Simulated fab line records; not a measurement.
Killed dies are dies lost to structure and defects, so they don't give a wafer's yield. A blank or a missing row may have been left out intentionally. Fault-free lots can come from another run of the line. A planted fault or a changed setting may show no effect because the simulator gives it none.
Problem report in the 8D (eight disciplines) form, filled by code / flow nand-harc / the parts of the form that need people (team, actions taken, sign-off) are left out

== 1. WHAT WENT WRONG ==
At NHARC_P_M1_ETCH_28, run-length-s averages 78.5 s over 2 wafers from 2 lots, while fault-free wafers read 94.0 s, standard deviation 0.47. That is -33 standard deviations from the usual mean.
The step: etches the open film in CF4/N2, target depth 30 nm, time 72.99 s.
First observed at day 8 20:15: wafer L531.3, on rie-diel-07. Wafers with a number at this step in the record: 33, from 11 lots. Rule for "out" (also "out of limits"): further than 4 standard deviations from the usual mean. The rest of the wafers with a number are treated as sound.

== 2. WHAT IT IS; WHAT IT IS NOT ==
question=which readings at this step | is=run-length-s | is not=drypump-motor-current-A, n2-flow-sccm, oes-product-au, rf-vpp-V, showerhead-plenum-p-Torr, throttle-valve-pct
question=which lots | is=L531, L532 | is not=L525, L526, L528, L540, L544, L545, L546, L547, L548
question=which wafers of those lots | is=L531.3, L532.2 | is not=L531.1, L531.2, L532.3, L532.6
question=read on which tools | is=rie-diel-07 | is not=rie-diel-05, rie-diel-10
question=when | is=from day 8 20:15 | is not=up to then (11 sound wafers); but 20 sound wafers of L532, L540, L544, L545, L546, L547, L548 came after

== 3. SUSPECTS, AND WHAT RULES EACH OUT ==
Counting: if a tool at a process step up to the reading ran every lot that is out, it stays a suspect. Sound lots after the first of them don't rule it out here, since some wafers of a struck lot are sound.
- rie-diel-07 at NHARC_P_M1_STRIP_18 (strips in N2/H2): kept. Ran every lot that is out, first one L531 (day 8 20:01); last sound lot up to then L525 (day 6 15:27).
- rie-diel-07 at NHARC_P_M1_ETCH_28 (etches the open film in CF4/N2, target depth 30 nm, time 72.99 s): kept. Ran every lot that is out, first one L531 (day 8 20:15); last sound lot up to then L525 (day 6 15:46). Out on those wafers are its own readings of run-length-s.
- Within rie-diel-07 at NHARC_P_M1_STRIP_18: the wafers that are out ran in chambers 1, 3; their sound lot-mates ran in chambers 0, 2.
- rie-diel-07, NHARC_P_M1_ETCH_28: wafers that are out in chamber 0, sound lot-mates in chambers 1, 3.
The count leaves rie-diel-07 at NHARC_P_M1_ETCH_28 and rie-diel-07 at NHARC_P_M1_STRIP_18.

== 4. THE CAUSE (what the simulator had put in) ==
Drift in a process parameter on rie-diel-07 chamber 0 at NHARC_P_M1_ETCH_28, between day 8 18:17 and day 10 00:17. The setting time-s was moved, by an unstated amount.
2 suspects survive the count, and this tool is in that group.

== 5. THE CHAIN OF EFFECTS, in route order ==
One row per reading whose mean, taken over the struck wafers that have a number, lies over 3 standard deviations from the usual. Only readings whose record carries a usual standard deviation are examined. hours: median over the lots of the time between each lot's start at the first step of this table that gives one and its start at this step. sigmas: the change, counted in usual standard deviations.
hours=0; step=NHARC_P_M1_ETCH_28; reading=run-length-s; usual=94.0 s; on struck wafers=78.5; change=-15.5; sigmas=-33
It contains these process steps:
- NHARC_P_M1_ETCH_28: etches the open film in CF4/N2, target depth 30 nm, time 72.99 s.
Later measuring or inspecting steps at which every struck wafer that the step has a row for has a number for every such reading, and none has moved that far: NHARC_P_M1_THK_MEAS_24, NHARC_END_SORT_01.

== 6. WHAT WOULD HAVE CAUGHT IT SOONER ==
2 hours passed between the start of the fault at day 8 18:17 and the first reading out of limits in this record, taken at day 8 20:15.
